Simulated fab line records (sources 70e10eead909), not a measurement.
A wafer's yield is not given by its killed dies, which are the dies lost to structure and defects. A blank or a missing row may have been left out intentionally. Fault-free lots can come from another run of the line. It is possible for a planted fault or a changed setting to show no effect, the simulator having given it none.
A struck lot beside a sound one / flow nand harc / 15 steps out of a route of 1302
Sound: these wafers, L557.1, L557.2, L557.4. Wafers struck: L568.1, L568.3, L568.5. Last of all comes the cause.
Per side, at each step with rows, come the tool, then ch with its chambers, and then its first start. Under that, the readings that differ: sound wafers / struck wafers / difference of the means / sigmas: that difference in standard deviations of wafers without a fault.
alike: readings whose means differ by less than 2 such deviations, and words and numbers that are the same on both sides. not compared: withheld readings, readings that some wafer has no value for, bounds like >300 that may hide the same value, and numbers for which the record gives no deviation and whose values overlap.
Wherever a step has rows on one side only, a row that says differs or no value, or a row with sigmas, the two part there. When numbers do not overlap yet have no deviation, they are printed without sigmas and do not part them. Lack of a reading on every wafer of one side parts them only where that side has two or more wafers.

first, 5 steps without rows for these wafers: NHARC_A_CHANNEL_HOLE_D1_ETCH_19 (etches the open film in C4F8/O2/Ar, time 34.5 s); NHARC_A_CHANNEL_HOLE_D1_ETCH_20 (etches the open film in C4F8/O2/Ar, time 361.9 s, target depth 1600 nm); NHARC_A_CHANNEL_HOLE_D1_ETCH_21 (etches the open film in C4F8/O2/Ar, time 514.3 s, target depth 1600 nm); NHARC_A_CHANNEL_HOLE_D1_ETCH_22 (etches the open film in C4F8/O2/Ar, time 666.7 s, target depth 1600 nm); NHARC_A_CHANNEL_HOLE_D1_ETCH_23 (etches the open film in C4F8/O2/Ar, time 819 s, target depth 1600 nm).
NHARC_A_CHANNEL_HOLE_D1_ETCH_24: etches the open film in C4F8/O2/Ar, time 906.2 s, target depth 1500 nm.
  sound on har etch-02 ch 0,1, day 11 01:46; struck on har etch-02 ch 1, day 15 16:31
  alike: c4f8 flow sccm, chamber pressure mTorr, drypump motor current A, o2 flow sccm, showerhead plenum p Torr, throttle valve pct
  not compared: rf hours counter h
NHARC_A_CHANNEL_HOLE_D1_ETCH_25: etches the open film in C4F8/O2/Ar, time 1040.2 s, target depth 1500 nm.
  sound on har etch-02 ch 0,1, day 11 02:32; struck on har etch-02 ch 1, day 15 17:19
reading=o2 flow sccm (sccm); sound=31.17 31.02 31.04; struck=31.29 31.17 31.33; difference=+0.19; sigmas=+2
  alike: c4f8 flow sccm, chamber pressure mTorr, drypump motor current A, showerhead plenum p Torr, throttle valve pct
  not compared: rf hours counter h
NHARC_A_CHANNEL_HOLE_D1_ETCH_26: etches the open film in C4F8/O2/Ar, time 224.1 s, target depth 300 nm.
  sound on har etch-02 ch 0,1, day 11 03:26; struck on har etch-02 ch 1, day 15 18:05
  alike: bias v, c4f8 flow sccm, drypump motor current A, o2 flow sccm, showerhead plenum p Torr, throttle valve pct
  not compared: rf hours counter h
NHARC_A_CHANNEL_HOLE_D1_ETCH_33: etches the open film in C4F8/O2/Ar, time 90 s, target depth 400 nm.
  sound on har etch-02 ch 0,1, day 11 03:38; struck on har etch-02 ch 1, day 15 18:17
  alike: bias v, c4f8 flow sccm, drypump motor current A, o2 flow sccm, showerhead plenum p Torr, throttle valve pct
  not compared: rf hours counter h
then, 3 steps without rows for these wafers: NHARC_A_CHANNEL_HOLE_D1_STRIP_41 (strips in N2/H2); NHARC_A_CHANNEL_HOLE_D1_STRIP_42 (strips in CF4/CHF3); NHARC_A_CHANNEL_HOLE_D1_STRIP_43 (strips in O2/COS).
NHARC_A_CHANNEL_HOLE_D1_ETCH_44: etches the open film in CF4/O2, target depth 140 nm, overetch 14 nm, time 77 s.
  sound on rie diel-03 ch 0,1,2, day 11 04:23; struck on rie diel-13 ch 0,3, day 15 19:00
  no value came back on the struck wafers for any of 9 readings (bias w (W), cf4 flow sccm (sccm) and others); on the sound wafers bias w (W) reads 100.5 100.3 100.0
reading=model.A_CHANNEL_HOLE_D1.cd nm (nm); sound=88.16 88.25 90.52; struck=97.07 98.14 100.6; difference=+9.63; sigmas=
NHARC_A_CHANNEL_HOLE_D1_STRIP_27: strips in O2.
  sound on rie diel-03 ch 0,2,3; struck on rie diel-13 ch 1,2,3, day 15 19:09
reading=oes product au (a.u.); sound=1.016 1.027 0.983; struck=0.984 0.993 0.978; difference=-0.024; sigmas=-2
  alike: drypump motor current A, o2 flow sccm, rf vpp V, showerhead plenum p Torr, throttle valve pct
  not compared: rf hours counter h
-- break in the record here, with 16 days between the starts of the struck wafers on either side (left off in module A_CHANNEL_HOLE_D1, picked up again in module END, where the first step shown is number 1302 on the route) --
NHARC_END_SORT_01:
  sound on prober-02 ch 0, day 26 02:40; struck on prober-01 ch 0, day 31 15:01
reading=killed at array; sound=67 58 80; struck=671 674 672; difference=+604; sigmas=+34
reading=killed dies; sound=71 63 83; struck=677 677 677; difference=+605; sigmas=+32
reading=killed open; sound=0 3 0; struck=5 5 6; difference=+4; sigmas=+3
  alike: killed at other, killed at periphery, killed short

## WHERE THEY PART
At NHARC_A_CHANNEL_HOLE_D1_ETCH_25 first; at NHARC_END_SORT_01 last (within this record only).

WHY: the cause the simulator had injected
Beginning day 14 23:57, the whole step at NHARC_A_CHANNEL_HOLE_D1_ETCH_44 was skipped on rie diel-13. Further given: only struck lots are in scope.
